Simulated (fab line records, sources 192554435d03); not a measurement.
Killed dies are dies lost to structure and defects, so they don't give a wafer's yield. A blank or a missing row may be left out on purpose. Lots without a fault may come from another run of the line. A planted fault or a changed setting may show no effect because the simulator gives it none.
fab line records | flow n5_finfet
record lots=7 wafers=21 last_day=17
route steps=1938 shown BEOL_M13@1704 BEOL_M14@1716
lots that met no fault: from a run of the same line without faults
start_h: hours from the record's first day to the start of the lot's first wafer shown | wait_h: hours since the lot's step before | " the same as in the row above | L1.1+2: a row that stands for several wafers | - no value, or no start given | * or withheld: withheld | < > ~ a bound
route shown NAME@n: a module of which the file shows steps, and the number in the route of the first | usual: mean/standard deviation of fault-free wafers | same: alike in all rows | chamber/n: place in a boat | sites: the reading at each site | _std_site: their standard deviation | _edge_site: outer sites' mean less inner sites' | radius_mm: how far each site lies from the wafer's centre | mask NAME#n: copy n | behind: the tool/chamber that last shaped the wafer | hold: why the lot was held/for how many hours/how that ended | device: the transistor (n, p or np) that didn't switch | end of line: the same wafers' tests at the end of the route | a step without rows: its recipe alone | killed: dies lost to structure and defects at the first sort, not the wafer's yield | map: a wafer's dies, x killed, . not, _ none there
set.NAME: the setting as run; set.NAME@STEP: as run at that earlier step | model.NAME: the simulator's own value behind a step, which no gauge read
lots at some steps of the route; a table a step, a row a wafer
services: from which hour (start_h, from the record's first day; less than 0 if before it) a tool's chamber was out of use, for how many hours, and why
## steps
# step N5_BEOL_M13_PRE_CLEAN_42
# recipe gas=H2/He time_s=30 temp_c=250
# usual heater_power_w=333/29 susceptor_temp_C=250.00/0.17
# columns lot.wafer tool chamber start_h wait_h heater_power_w susceptor_temp_C
L759.2 pvd_sputter-01 - 256.00 0.0 323 250.00
L759.3 " - " " 325 249.95
L759.6 " - " " 329 249.99
L757.1 pvd_sputter-03 - 258.99 0.0 271 249.91
L757.4 " - " " 335 250.14
L757.5 " - " " 327 249.91
L766.3 pvd_sputter-01 - 306.42 0.0 319 250.27
L766.4 " - " " 360 249.84
L766.5 " - " " 317 250.08
L768.2 pvd_sputter-02 - 309.86 0.0 331 249.80
L768.4 " - " " 322 250.00
L768.5 " - " " 319 249.72
L767.2 pvd_sputter-01 - 315.04 0.0 348 249.97
L767.3 " - " " 325 250.15
L767.6 " - " " 363 249.96
L778.1 pvd_sputter-03 - 369.43 0.0 365 250.09
L778.4 " - " " 274 250.01
L778.5 " - " " 348 249.91
L779.2 pvd_sputter-01 - 382.56 0.0 348 249.97
L779.5 " - " " 323 249.82
L779.6 " - " " 319 250.16
# step N5_BEOL_M13_SPUTTER_43
# recipe material=TaN target_thk_a=150 temp_c=50 bias_v=168.6 power_w=15000 chamber_pressure_pa=0.12 time_s=24.19
# step N5_BEOL_M13_SPUTTER_44
# recipe material=Ta target_thk_a=100 temp_c=50 bias_v=80 power_w=15000 chamber_pressure_pa=0.07 time_s=16.13
# step N5_BEOL_M13_SPUTTER_45
# recipe material=Cu target_thk_a=800 temp_c=-20 bias_v=60 power_w=26000 chamber_pressure_pa=0.13 time_s=13.33
# step N5_BEOL_M13_ECD_47
# recipe material=Cu target_thk_a=9360
# step N5_BEOL_M13_ANNEAL_48
# recipe temp_c=225 time_s=90 ambient=N2
# usual wafer_temp_C_max=226.5/0.3
# columns lot.wafer tool chamber start_h wait_h wafer_temp_C_max
L759.2 rtp_anneal-02 0 256.53 0.2 226.5
L759.3 " 0 " " 226.4
L759.6 " 0 " " 226.1
L757.1 rtp_anneal-02 0 259.47 0.1 226.5
L757.4 " 0 " " 226.0
L757.5 " 0 " " 226.2
L766.3 rtp_anneal-02 0 306.99 0.2 226.9
L766.4 " 0 " " 225.8
L766.5 " 0 " " 226.1
L768.2 rtp_anneal-01 0 310.69 0.5 226.3
L768.4 " 0 " " 226.4
L768.5 " 0 " " 226.3
L767.2 rtp_anneal-01 0 315.57 0.2 226.1
L767.3 " 0 " " 226.5
L767.6 " 0 " " 226.7
L778.1 rtp_anneal-02 0 370.02 0.2 227.1
L778.4 " 0 " " 226.6
L778.5 " 0 " " 226.4
L779.2 rtp_anneal-01 0 383.08 0.2 226.8
L779.5 " 0 " " 226.0
L779.6 " 0 " " 226.4
# step N5_BEOL_M13_CMP_49
# recipe stop_on=SiOC t_overpolish_s=17.1 down_force_psi=1 platen_rpm=50 clearing_platen_down_force_psi=1.5 clearing_platen_rpm=50 post_cmp_clean=cu_alkaline target_thk_nm=420 clearing_platen_pad_velocity_m_s=0.99484 pad_velocity_m_s=0.99484
# usual barrier_field_endpoint_s=30.3/0.72 clearing_platen_rpm=50.000/0.028 motor_current_A=6.1/0.59 overpolish_run_s=17.100/0.0091 slurry_filter_dp_kPa=13.46/0.15
# columns lot.wafer tool chamber start_h wait_h barrier_field_endpoint_s clearing_platen_rpm motor_current_A overpolish_run_s slurry_filter_dp_kPa
L759.3 cmp-01 0 256.82 0.2 30.1 49.962 6.9 17.091 13.62
L759.2 " 1 " " 30.6 50.028 5.9 17.095 13.40
L759.6 " 3 " " 29.4 50.025 6.0 17.099 13.39
L757.1 cmp-04 0 259.84 0.3 31.2 49.967 6.2 17.103 13.57
L757.4 " 1 " " 29.8 49.984 5.8 17.093 13.34
L757.5 " 2 " " 29.7 50.019 5.9 17.092 13.68
L766.4 cmp-01 3 307.20 0.1 31.0 50.013 5.6 17.117 13.46
L766.3 " 0 " " 30.7 50.075 6.7 17.112 13.25
L766.5 " 3 " " 31.0 49.976 5.5 17.110 13.65
L768.4 cmp-02 0 310.95 0.1 30.3 50.026 6.4 17.089 13.15
L768.2 " 2 " " 30.2 50.034 6.9 17.116 13.37
L768.5 " 1 " " 31.4 49.999 6.7 17.100 13.38
L767.2 cmp-04 1 315.86 0.2 30.5 50.020 5.7 17.113 13.62
L767.3 " 2 " " 30.4 50.005 6.1 17.112 13.57
L767.6 " 1 " " 30.8 49.999 5.8 17.095 13.46
L778.1 cmp-01 3 370.39 0.3 29.8 49.985 5.5 17.101 13.34
L778.4 " 0 " " 30.1 49.970 6.7 17.100 13.03
L778.5 " 1 " " 30.3 50.035 6.0 17.088 13.64
L779.2 cmp-01 2 383.45 0.3 29.4 49.963 6.3 17.096 13.45
L779.5 " 3 " " 28.7 49.942 5.8 17.098 13.41
L779.6 " 0 " " 29.3 49.989 6.7 17.117 13.27
# step N5_BEOL_M13_THK_MEAS_50
# recipe thk_meas_gauge=xrf reads=Cu_of_BEOL_M13_ECD_47
# usual M13_THK=427/8.9
# columns lot.wafer tool chamber start_h wait_h M13_THK[nm]
L759.2 film_metro-02 - 257.08 - 421
L759.3 " - " " 425
L759.6 " - " " 419
L757.1 film_metro-01 - 260.06 - 429
L757.4 " - " " 425
L757.5 " - " " 423
L766.3 film_metro-02 - 307.49 - 425
L766.4 " - " " 429
L766.5 " - " " 421
L768.2 film_metro-02 - 311.25 - 427
L768.4 " - " " 426
L768.5 " - " " 428
L767.2 film_metro-01 - 316.11 - 437
L767.3 " - " " 428
L767.6 " - " " 422
L778.1 film_metro-01 - 370.61 - 440
L778.4 " - " " 423
L778.5 " - " " 432
L779.2 film_metro-01 - 383.63 - 431
L779.5 " - " " 432
L779.6 " - " " 432
# step N5_BEOL_M13_PRE_CLEAN_52
# recipe gas=NH3 time_s=15 temp_c=withheld rf_power_w=300
# step N5_BEOL_M13_DEP_53
# recipe material=SiCN target_thk_a=500 temp_c=withheld precursor=3MS/NH3 pressure_torr=3 rf_w=675 time_s=17.8
# usual chamber_pressure_Torr=3.002/0.0077 rf_fwd_power_W=667/3.1 showerhead_plenum_p_Torr=4.160/0.022 throttle_valve_pct=17.8/0.51
# columns lot.wafer tool chamber start_h wait_h chamber_pressure_Torr rf_fwd_power_W showerhead_plenum_p_Torr since_wet_clean_h throttle_valve_pct
L759.2 pecvd-03 2 257.14 0.0 2.999 666 4.134 570 17.4
L759.3 " 0 " " 2.999 666 4.182 1324 18.3
L759.6 " 2 " " 2.996 668 4.153 - 17.3
L757.1 pecvd-04 2 260.12 0.0 3.007 663 4.125 29 16.7
L757.4 " 2 " " 3.000 662 4.130 - 16.8
L757.5 " 1 " " 2.994 662 4.169 - 17.2
L766.3 pecvd-04 2 307.55 0.0 2.994 664 4.121 76 17.2
L766.4 " 0 " " 3.002 671 4.168 - 18.0
L766.5 " 1 " " 2.996 660 4.172 - 17.1
L768.2 pecvd-03 1 311.31 0.0 2.997 663 4.160 2103 17.6
L768.4 " 1 " " 3.007 664 4.158 - 17.8
L768.5 " 2 " " 2.999 671 4.131 - 17.5
L767.2 pecvd-01 1 316.18 0.0 3.009 663 4.192 1926 17.7
L767.3 " 0 " " 3.008 671 4.147 1201 18.8
L767.6 " 1 " " 3.012 667 4.185 - 17.7
L778.1 pecvd-01 0 370.67 0.0 3.004 670 4.148 1256 18.5
L778.4 " 2 " " 2.998 668 4.119 - 18.2
L778.5 " 1 " " 2.994 671 4.185 - 17.7
L779.2 pecvd-04 0 383.69 0.0 3.015 666 4.168 906 17.9
L779.5 " 1 " " 3.009 662 4.179 - 17.1
L779.6 " 0 " " 3.006 665 4.173 - 18.0
# step N5_BEOL_M13_RS_MEAS_54
# recipe thk_meas_gauge=four-point-probe reads=Cu_of_BEOL_M13_ECD_47+Ta_of_BEOL_M13_SPUTTER_44+TaN_of_BEOL_M13_SPUTTER_43
# usual M13_RS=0.0446/0.00089
# columns lot.wafer tool chamber start_h wait_h M13_RS[ohm/sq]
L759.2 film_metro-02 - 257.20 0.1 0.0451
L759.3 " - " " 0.0447
L759.6 " - " " 0.0451
L757.1 film_metro-01 - 260.19 0.0 0.0444
L757.4 " - " " 0.0446
L757.5 " - " " 0.0451
L766.3 film_metro-01 - 307.62 0.1 0.0446
L766.4 " - " " 0.0443
L766.5 " - " " 0.0448
L768.2 film_metro-01 - 311.37 0.1 0.0448
L768.4 " - " " 0.0446
L768.5 " - " " 0.0446
L767.2 film_metro-01 - 316.24 0.1 0.0437
L767.3 " - " " 0.0449
L767.6 " - " " 0.0455
L778.1 film_metro-01 - 370.74 0.0 0.0435
L778.4 " - " " 0.0447
L778.5 " - " " 0.0441
L779.2 film_metro-02 - 383.77 0.1 0.0447
L779.5 " - " " 0.0449
L779.6 " - " " 0.0445
# step N5_BEOL_M13_INSPECT_55
# recipe inspect_instrument=darkfield mode=post_dep
# usual raw_defect_count=71/23
# columns lot.wafer tool chamber start_h wait_h raw_defect_count
L759.2 defect_inspect-02 - 257.23 0.0 56
L759.3 " - " " 56
L759.6 " - " " 63
L757.1 defect_inspect-01 - 260.21 0.0 82
L757.4 " - " " 61
L757.5 " - " " 88
L766.3 defect_inspect-01 - 307.65 0.0 48
L766.4 " - " " 74
L766.5 " - " " 82
L768.2 defect_inspect-02 - 311.40 0.0 99
L768.4 " - " " 66
L768.5 " - " " 103
L767.2 defect_inspect-01 - 316.27 0.0 49
L767.3 " - " " 60
L767.6 " - " " 87
L778.1 defect_inspect-01 - 370.77 0.0 33
L778.4 " - " " 52
L778.5 " - " " 29
L779.2 defect_inspect-02 - 383.80 0.0 73
L779.5 " - " " 77
L779.6 " - " " 102
# step N5_BEOL_M14_ILD_DEP_00
# recipe material=SiO2 target_thk_a=11193 temp_c=400 precursor=TEOS/O2 pressure_torr=6.5 rf_w=900 teos_flow_sccm=161.4 gas=O2 flow_sccm=2650 time_s=237.4
# usual chamber_pressure_Torr=6.500/0.013 heater_power_outer_w=298/85 heater_power_w=536/94 showerhead_plenum_p_Torr=8.38/0.039 susceptor_temp_C=400.00/0.25 throttle_valve_pct=18.7/0.66
# columns lot.wafer tool chamber start_h wait_h chamber_pressure_Torr heater_power_outer_w heater_power_w showerhead_plenum_p_Torr since_wet_clean_h susceptor_temp_C throttle_valve_pct
L759.2 pecvd-01 0 257.27 0.0 6.494 264 498 8.34 1142 399.82 19.4
L759.3 " 2 " " 6.488 316 525 8.30 442 400.36 18.6
L759.6 " 2 " " 6.475 336 571 8.29 - 400.06 18.5
L757.1 pecvd-03 1 260.25 0.0 6.496 412 684 8.33 2052 400.11 18.2
L757.4 " 0 " " 6.504 279 512 8.40 - 399.73 19.1
L757.5 " 1 " " 6.496 465 727 8.35 - 399.89 18.2
L766.3 pecvd-01 0 307.68 0.0 - - - - - - -
L766.4 " 1 " " - - - - - - -
L766.5 " 2 " " - - - - - - -
L768.2 pecvd-02 2 311.44 0.0 - - - - - - -
L768.4 " 1 " " - - - - - - -
L768.5 " 2 " " - - - - - - -
L767.2 pecvd-02 2 316.31 0.0 - - - - - - -
L767.3 " 1 " " - - - - - - -
L767.6 " 0 " " - - - - - - -
L778.1 pecvd-03 0 370.80 0.0 6.516 228 433 8.40 1437 400.12 18.8
L778.4 " 2 " " 6.510 248 507 8.33 - 400.18 18.0
L778.5 " 1 " " 6.490 437 700 8.34 - 400.32 18.1
L779.2 pecvd-01 2 383.84 0.0 6.506 332 573 8.30 568 399.97 18.7
L779.5 " 0 " " 6.486 256 512 8.35 - 400.17 19.1
L779.6 " 2 " " 6.524 233 411 8.31 - 400.13 18.7
# step N5_BEOL_M14_COAT_58
# recipe resist=BARC temp_c=205 time_s=60 spin_rpm=1500 resist_thk_nm=89
# step N5_BEOL_M14_COAT_04
# recipe spin_rpm=1704 resist_thk_nm=800
# step N5_BEOL_M14_EBR_06
# recipe solvent=PGMEA ebr_width_mm=1.5
# step N5_BEOL_M14_SOFTBAKE_05
# recipe temp_c=130 time_s=60
# step N5_BEOL_M14_EXPOSE_07
# recipe mask_id=V13 na=0.8 source_shape=annular sigma_inner=0.5 sigma_outer=0.8 polarization=unpolarized attpsm_phase_deg=180 dose_mj=57
# step N5_BEOL_M14_PEB_08
# recipe peb_temp_c=130 peb_time_s=90
# step N5_BEOL_M14_DEVELOP_09
# recipe develop_time_s=45 rinse_liquid=diw dry=air_spin dev_temp_c=21
# step N5_BEOL_M14_HARDBAKE_14
# recipe temp_c=130 time_s=120
# step N5_BEOL_M14_CD_MEAS_10
# recipe target_cd_nm=250 landing_energy_ev=500 detector=se_inlens polarity=opening
# usual cd_nm=248.9/2
# columns lot.wafer tool chamber start_h wait_h cd_nm
L759.2 cd_sem-02 0 257.76 - 248.8
L759.3 " 0 " " 247.9
L759.6 " 0 " " 246.9
L757.1 cd_sem-01 0 260.87 - 249.8
L757.4 " 0 " " 252.3
L757.5 " 0 " " 255.1
L766.3 cd_sem-03 0 308.33 - 247.2
L766.4 " 0 " " 249.9
L766.5 " 0 " " 245.5
L768.2 cd_sem-02 0 311.93 - 251.8
L768.4 " 0 " " 250.7
L768.5 " 0 " " 248.0
L767.2 cd_sem-03 0 316.80 - 248.4
L767.3 " 0 " " 246.6
L767.6 " 0 " " 244.4
L778.1 cd_sem-01 0 371.42 - 250.4
L778.4 " 0 " " 247.6
L778.5 " 0 " " 248.5
L779.2 cd_sem-03 0 384.33 - 247.6
L779.5 " 0 " " 247.7
L779.6 " 0 " " 249.6
# step N5_BEOL_M14_OVL_MEAS_11
# recipe points_per_wafer=44
# usual V13_OVL=0/5.6
# same points_per_wafer=44
# columns lot.wafer tool chamber start_h wait_h V13_OVL[nm]
L759.2 overlay-02 0 257.79 0.0 3
L759.3 " 0 " " 4
L759.6 " 0 " " 2
L757.1 overlay-01 0 260.90 0.0 -5
L757.4 " 0 " " 3
L757.5 " 0 " " -1
L766.3 overlay-01 0 308.36 0.0 -4
L766.4 " 0 " " -4
L766.5 " 0 " " -3
L768.2 overlay-02 0 311.96 0.0 2
L768.4 " 0 " " -2
L768.5 " 0 " " -1
L767.2 overlay-01 0 316.83 0.0 5
L767.3 " 0 " " 1
L767.6 " 0 " " -2
L778.1 overlay-02 0 371.46 0.0 5
L778.4 " 0 " " 9
L778.5 " 0 " " 1
L779.2 overlay-02 0 384.36 0.0 6
L779.5 " 0 " " 3
L779.6 " 0 " " 3
# step N5_BEOL_M14_INSPECT_12
# recipe mode=adi inspect_instrument=macro
# usual raw_defect_count=2.0/1.3
# columns lot.wafer tool chamber start_h wait_h raw_defect_count
L759.2 defect_inspect-02 - 257.82 0.0 4
L759.3 " - " " 2
L759.6 " - " " 2
L757.1 defect_inspect-01 - 260.93 0.0 3
L757.4 " - " " 0
L757.5 " - " " 0
L766.3 defect_inspect-02 - 308.39 0.0 1
L766.4 " - " " 0
L766.5 " - " " 2
L768.2 defect_inspect-02 - 311.99 0.0 3
L768.4 " - " " 3
L768.5 " - " " 2
L767.2 defect_inspect-02 - 316.86 0.0 3
L767.3 " - " " 2
L767.6 " - " " 1
L778.1 defect_inspect-02 - 371.48 0.0 2
L778.4 " - " " 2
L778.5 " - " " 2
L779.2 defect_inspect-01 - 384.39 0.0 0
L779.5 " - " " 1
L779.6 " - " " 1
# step N5_BEOL_M14_DESCUM_15
# recipe chemistry=O2 time_s=7.9 source_power_w=50 bias_power_w=20 pressure_mtorr=20 rf_frequency_hz=2.712e+07 temp_c=40 o2_flow_sccm=225
# step N5_BEOL_M14_ETCH_59
# recipe chemistry=N2/H2 target=BARC target_depth_a=890 overetch_a=267 time_s=67.9 ion_energy_ev=200 pressure_mtorr=30 source_w=840 bias_w=150 n2_flow_sccm=200 h2_flow_sccm=200
# step N5_BEOL_M14_VIA_ETCH_16
# recipe chemistry=C4F8/O2/Ar target=SiO2 he_inner_torr=15 he_outer_torr=30 target_depth_a=12313 time_s=withheld ion_energy_ev=800 pressure_mtorr=20 source_w=1905 bias_w=2040 Ar_flow_sccm=400 C4F8_flow_sccm=16 O2_flow_sccm=12 ends=cleared
# usual O2_flow_sccm=12.00/0.039 bias_w=2040/6.5 chamber_pressure_mTorr=20.001/0.019 drypump_motor_current_A=5.8/0.52 he_inner_torr=14.998/0.03 mfc_ar_sccm=400.0/1.3 oes_product_au=0.70/0.066 rf_vpp_V=2215/35 showerhead_plenum_p_Torr=3.42/0.092 throttle_valve_pct=30.90/0.24
# columns lot.wafer tool chamber start_h wait_h O2_flow_sccm bias_w chamber_pressure_mTorr drypump_motor_current_A he_inner_torr mfc_ar_sccm oes_product_au rf_vpp_V showerhead_plenum_p_Torr throttle_valve_pct model.etch.depth_nm model.coat_of_BEOL_M14_COAT_04.thk_nm
L759.2 rie_diel-04 0 257.94 0.0 11.97 2040 19.990 6.8 14.977 401.2 0.64 2241 3.26 31.20 1116 461.2
L759.3 " 3 " " 12.07 2041 20.019 5.3 14.976 399.7 0.67 2233 3.30 31.14 1131 454.6
L759.6 " 1 " " 12.00 2027 19.978 6.0 14.990 399.5 0.63 2241 3.37 31.17 1155 448
L757.1 rie_diel-01 3 261.05 0.0 11.96 2040 20.001 6.2 14.975 400.7 0.70 2191 3.47 30.48 1089 461.2
L757.4 " 1 " " 12.04 2047 20.004 5.5 14.981 399.5 0.71 2215 3.50 30.88 1136 443.4
L757.5 " 3 " " 12.01 2031 20.013 6.3 15.046 401.0 0.70 2189 3.47 30.50 1103 460.8
L766.3 rie_diel-01 2 308.51 0.0 11.95 2045 19.961 5.1 14.968 400.0 0.28 2267 3.31 30.09 0 711.2
L766.4 " 3 " " 11.99 2045 19.991 6.3 15.004 400.8 0.29 2191 3.46 29.80 0 712.6
L766.5 " 3 " " 12.08 2034 20.007 6.2 14.985 399.4 0.28 2191 3.46 29.83 0 713
L768.2 rie_diel-01 1 312.11 0.0 11.99 2036 20.016 5.4 14.957 399.6 0.30 2215 3.49 30.19 0 712.6
L768.4 " 2 " " 12.06 2043 19.987 5.2 14.955 396.9 0.28 2268 3.31 30.08 0 715
L768.5 " 3 " " 12.00 2043 20.046 6.2 15.039 398.1 0.29 2190 3.46 29.80 0 712.8
L767.2 rie_diel-04 0 316.98 0.0 12.06 2051 20.023 6.8 14.950 400.8 0.25 2238 3.25 30.50 0 713.6
L767.3 " 3 " " 12.04 2036 20.008 5.3 14.991 398.5 0.27 2233 3.29 30.45 0 711.8
L767.6 " 3 " " 12.04 2032 19.985 5.3 14.976 400.3 0.27 2230 3.29 30.45 0 714
L778.1 rie_diel-02 0 371.60 0.0 11.96 2033 19.985 5.6 15.004 402.7 0.76 2194 3.49 30.88 1096 459.6
L778.4 " 2 " " 12.01 2038 20.027 5.8 14.994 400.6 0.64 2243 3.52 30.91 1133 449
L778.5 " 0 " " 11.95 2037 19.994 5.6 14.986 402.2 0.75 2194 3.49 30.91 1100 457.8
L779.2 rie_diel-01 1 384.51 0.0 12.03 2040 19.994 5.4 15.027 399.0 0.68 2214 3.48 30.92 1148 439.4
L779.5 " 0 " " 11.93 2039 20.006 5.3 15.024 402.1 0.71 2166 3.47 31.01 1130 456.8
L779.6 " 1 " " 11.98 2044 20.021 5.4 15.017 400.4 0.67 2215 3.48 30.92 1147 441.2
# step N5_BEOL_M14_STRIP_63
# recipe chemistry=O2 power_w=600 temp_c=60 pressure_mtorr=30 rf_frequency_hz=6e+07 bias_power_w=0 overash_fraction=0.3 o2_flow_sccm=225
# usual chamber_pressure_mTorr=30.00/0.051 drypump_motor_current_A=5.7/0.52 oes_product_au=0.78/0.076 rf_vpp_V=3.7/0.84 showerhead_plenum_p_Torr=2.09/0.059 throttle_valve_pct=16.73/0.24
# columns lot.wafer tool chamber start_h wait_h chamber_pressure_mTorr drypump_motor_current_A oes_product_au rf_hours_counter_h rf_vpp_V showerhead_plenum_p_Torr throttle_valve_pct
L759.2 rie_diel-04 0 - - 30.07 6.8 0.69 228 3.7 1.99 17.13
L759.3 " 3 " " 30.12 5.3 0.75 194 3.7 2.01 16.94
L759.6 " 1 " " 29.95 6.1 0.70 - 2.6 2.08 17.21
L757.1 rie_diel-01 3 - - 29.98 6.2 0.80 88 4.3 2.11 16.25
L757.4 " 1 " " 29.99 5.4 0.80 97 4.7 2.14 16.71
L757.5 " 3 " " 29.98 6.2 0.80 - 5.1 2.11 16.21
L766.3 rie_diel-01 2 - - 30.05 5.2 0.74 134 1.4 2.02 16.79
L766.4 " 3 " " 30.03 6.2 0.76 102 3.9 2.10 16.25
L766.5 " 3 " " 30.03 6.2 0.78 - 4.5 2.10 16.22
L768.2 rie_diel-01 1 - - 29.94 5.4 0.76 112 3.5 2.14 16.74
L768.4 " 2 " " 30.06 5.1 0.76 135 4.6 2.03 16.74
L768.5 " 3 " " 29.92 6.3 0.79 - 3.7 2.10 16.34
L767.2 rie_diel-04 0 - - 29.91 6.8 0.67 250 3.9 1.98 17.18
L767.3 " 3 " " 30.02 5.3 0.72 218 3.3 2.00 16.96
L767.6 " 3 " " 29.96 5.3 0.71 - 4.0 2.00 16.99
L778.1 rie_diel-02 0 - - 29.98 5.6 0.85 48 2.6 2.15 16.75
L778.4 " 2 " " 29.95 5.8 0.71 244 3.3 2.15 16.82
L778.5 " 0 " " 29.92 5.6 0.84 - 2.8 2.15 16.74
L779.2 rie_diel-01 1 - - 30.05 5.4 0.75 139 3.0 2.13 16.80
L779.5 " 0 " " 29.94 5.3 0.80 - 5.0 2.11 16.75
L779.6 " 1 " " 30.02 5.5 0.75 - 3.0 2.13 16.77
# step N5_BEOL_M14_STRIP_64
# recipe chemistry=O2 power_w=600 temp_c=60 pressure_mtorr=30 rf_frequency_hz=6e+07 bias_power_w=0 overash_fraction=0.3 o2_flow_sccm=225
# step N5_BEOL_M14_STRIP_71
# recipe chemistry=post_etch_residue_remover time_s=60 temp_c=25 remover_ph=withheld remover_water_wt_pct=withheld remover_fluoride_wt_pct=withheld
# step N5_BEOL_M14_SRD_72
# recipe time_s=30 temp_c=23 rinse_liquid=diw dry=n2_spin spin_rpm=1500 dry_time_s=30
# step N5_BEOL_M14_CD_MEAS_17
# recipe target_cd_nm=250 polarity=opening
# usual cd_nm=249.7/2.3
# columns lot.wafer tool chamber start_h wait_h cd_nm
L759.2 cd_sem-02 - 258.29 0.0 250.6
L759.3 " - " " 248.7
L759.6 " - " " 247.5
L757.1 cd_sem-03 - 261.40 0.0 248.6
L757.4 " - " " 253.2
L757.5 " - " " 254.1
L766.3 cd_sem-03 - 308.86 0.0 -
L766.4 " - " " -
L766.5 " - " " -
L768.2 cd_sem-02 - 312.46 0.0 -
L768.4 " - " " -
L768.5 " - " " -
L767.2 cd_sem-03 - 317.33 0.0 -
L767.3 " - " " -
L767.6 " - " " -
L778.1 cd_sem-03 - 371.95 0.0 252.9
L778.4 " - " " 248.8
L778.5 " - " " 248.9
L779.2 cd_sem-01 - 384.86 0.0 247.7
L779.5 " - " " 249.2
L779.6 " - " " 249.6
# step N5_BEOL_M14_COAT_65
# recipe resist=SOC temp_c=250 time_s=60 spin_rpm=1500 resist_thk_nm=450
## services
# columns tool chamber start_h hours kind
pecvd-01 2 232.52 6.1 repair
pvd_sputter-02 - 239.55 2.6 repair
cmp-01 - 245.83 6.2 pm
pecvd-01 - 261.97 1.2 repair
rtp_anneal-01 - 262.45 4.9 pm
rie_diel-02 0 269.78 9.7 repair
rie_diel-01 - 271.78 1.1 repair
rie_diel-04 1 272.31 - clean
rie_diel-04 1 272.31 - consumable_replace:focus_ring
pecvd-04 1 274.60 19.2 repair
cmp-01 - 279.23 5.3 pm
rie_diel-02 - 301.01 2.8 pm
pvd_sputter-01 - 306.96 5.3 repair
pecvd-04 - 312.91 0.8 repair
cmp-01 - 315.34 1.4 repair
pecvd-01 0 319.29 2.1 scheduled_down
pecvd-03 1 341.80 5.4 repair
pvd_sputter-01 - 347.23 7.8 repair
cmp-01 - 348.93 0.4 repair
cmp-01 - 349.72 1.6 repair
cmp-01 - 355.40 3.8 repair
pvd_sputter-01 - 365.53 1.5 repair
cmp-02 - 368.43 4.0 pm
rie_diel-02 1 377.66 3.6 repair
## key
first_sign step=N5_BEOL_M14_ILD_DEP_00 reading=tool_record direction=missing
effect step=N5_BEOL_M14_VIA_ETCH_16 reading=oes_product_au direction=down sigmas=6.4 usual=0.70 struck=0.28
effect step=N5_BEOL_M14_CD_MEAS_17 reading=cd_nm direction=missing
model_effect step=N5_BEOL_M14_VIA_ETCH_16 value=etch.depth_nm without=1130 struck=0
met_at N5_BEOL_M14_ILD_DEP_00
struck_wafers L766.3,L766.4,L766.5,L767.2,L767.3,L767.6,L768.2,L768.4,L768.5
later_rows_left_out L766.3,L766.4,L766.5,L767.2,L767.3,L767.6,L768.2,L768.4,L768.5
sort_left_out L766.3,L766.4,L766.5,L767.2,L767.3,L767.6,L768.2,L768.4,L768.5
onset_between 257.27 307.68
fault kind=skipped_step_whole tool=pecvd-01,pecvd-02 chamber=- onset_h=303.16 steps=N5_BEOL_M14_ILD_DEP_00 scope=struck_lots_only
# sort_left_out: the simulated sort isn't trusted on such a fault, so these wafers' sort isn't shown, and their yield isn't known
# later_rows_left_out: the simulator's readings of these wafers behind a module that went badly wrong aren't trusted and aren't shown, but for the sort
